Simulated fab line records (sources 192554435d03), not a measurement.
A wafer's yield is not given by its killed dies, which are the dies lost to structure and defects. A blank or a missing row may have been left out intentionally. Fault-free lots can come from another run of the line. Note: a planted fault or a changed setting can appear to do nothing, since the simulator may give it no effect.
Which tool is to blame? -- flow n5 finfet -- 24 lots with 72 wafers sampled at 2 steps, on a route of 1938 steps

== WHAT THE GAUGES READ, wafer by wafer ==
N5_MOL_CONTACT_COAG_CD_MEAS_84: target cd 25.1 nm.
lot,measured,on,cd nm (nm)
L074,day 5 06:16,cd sem-02,24.40 25.02 25.43
L075,day 5 14:11,cd sem-03,24.93 24.61 25.21
L076,day 5 19:37,cd sem-01,25.24 25.37 24.95
L077,day 5 21:05,cd sem-03,25.14 24.81 24.85
L078,day 6 07:41,cd sem-03,25.16 24.86 24.91
L079,day 6 08:59,cd sem-02,24.76 24.84 24.42
L080,day 6 19:10,cd sem-03,25.19 24.55 25.02
L081,day 6 23:17,cd sem-03,24.76 24.80 24.97
L082,day 7 08:05,cd sem-01,25.44 25.38 25.55
L083,day 7 14:32,cd sem-03,24.94 24.96 24.43
L084,day 7 21:35,cd sem-03,24.68 25.40 24.83
L085,day 8 01:10,cd sem-03,24.64 24.73 24.89
L086,day 8 07:52,cd sem-02,24.79 25.10 24.68
L087,day 8 09:08,cd sem-02,24.98 24.72 25.22
L088,day 8 15:53,cd sem-01,24.94 24.99 24.67
L089,day 9 00:51,cd sem-01,25.19 25.01 24.82
L090,day 9 03:52,cd sem-03,24.43 25.08 24.72
L091,day 9 11:23,cd sem-02,24.78 25.03 25.13
L092,day 9 16:41,cd sem-02,24.96 25.07 25.51
L093,day 10 00:22,cd sem-01,24.80 25.16 25.08
L094,day 10 01:23,cd sem-01,25.05 24.68 25.31
L095,day 10 07:13,cd sem-03,24.52 25.02 24.99
L096,day 10 14:44,cd sem-01,25.20 25.19 25.09
L097,day 10 19:21,cd sem-01,25.09 24.98 24.92

== WHICH TOOL RAN EACH LOT (tool, then ch and the chambers of the sampled wafers, then the start) ==
lot,N5_MOL_CONTACT_COAG_PRE_CLEAN_141
L074,"pvd sputter-02, day 4 22:56"
L075,"pvd sputter-01, day 5 05:22"
L076,"pvd sputter-01, day 5 10:38"
L077,"pvd sputter-03, day 5 14:20"
L078,"pvd sputter-02, day 5 23:09"
L079,"pvd sputter-01, day 6 02:12"
L080,"pvd sputter-03, day 6 12:11"
L081,"pvd sputter-03, day 6 16:32"
L082,"pvd sputter-02, day 7 00:17"
L083,"pvd sputter-01, day 7 08:13"
L084,"pvd sputter-03, day 7 13:14"
L085,"pvd sputter-02, day 7 18:56"
L086,"pvd sputter-02, day 8 01:13"
L087,"pvd sputter-01, day 8 03:10"
L088,"pvd sputter-01, day 8 09:37"
L089,"pvd sputter-01, day 8 18:14"
L090,"pvd sputter-03, day 8 20:49"
L091,"pvd sputter-02, day 9 03:19"
L092,"pvd sputter-01, day 9 10:15"
L093,"pvd sputter-03, day 9 17:57"
L094,"pvd sputter-01, day 9 19:35"
L095,"pvd sputter-02, day 10 01:22"
L096,"pvd sputter-01, day 10 08:57"
L097,"pvd sputter-03, day 10 12:13"
- N5_MOL_CONTACT_COAG_PRE_CLEAN_141: time 60 s.

== WHAT THE TOOLS THEMSELVES READ (means of the sampled wafers that have a number; where no wafer has one, the mark that the record gives instead) ==
N5_MOL_CONTACT_COAG_PRE_CLEAN_141.
lot,tool,heater power w (W)
L074,pvd sputter-02,470
L075,pvd sputter-01,492
L076,pvd sputter-01,494
L077,pvd sputter-03,412
L078,pvd sputter-02,478
L079,pvd sputter-01,495
L080,pvd sputter-03,376
L081,pvd sputter-03,463
L082,pvd sputter-02,472
L083,pvd sputter-01,427
L084,pvd sputter-03,457
L085,pvd sputter-02,488
L086,pvd sputter-02,473
L087,pvd sputter-01,457
L088,pvd sputter-01,486
L089,pvd sputter-01,421
L090,pvd sputter-03,448
L091,pvd sputter-02,471
L092,pvd sputter-01,454
L093,pvd sputter-03,416
L094,pvd sputter-01,458
L095,pvd sputter-02,471
L096,pvd sputter-01,458
L097,pvd sputter-03,430

== THE ANSWER, worked out from the rows above alone ==
Rule: the lots themselves supply what counts as usual. Put in order of their means at a reading, lots are off if they are a third of the lots or fewer, leave a main group of 4 or more, and stand apart from it by a gap of 3 or more times the standard deviation of the main group's means; of several such gaps the widest counts. If all means in a main group match to the digits the tables above print for the reading, that group is not used. A lot without any number at a reading at which 4 lots or more have one is off too. The other lots that the step has rows for count as sound. First the gauges in route order, then the tools' own readings, where a lot's mean is used as printed above. The first step at which some lot is off is used, and at that step the reading that is off furthest; a lot without a number counts as furthest.
Across all readings shown, no lot is off: no conclusion can be drawn from this.

== WHAT THE SIMULATOR HAD INSERTED ==
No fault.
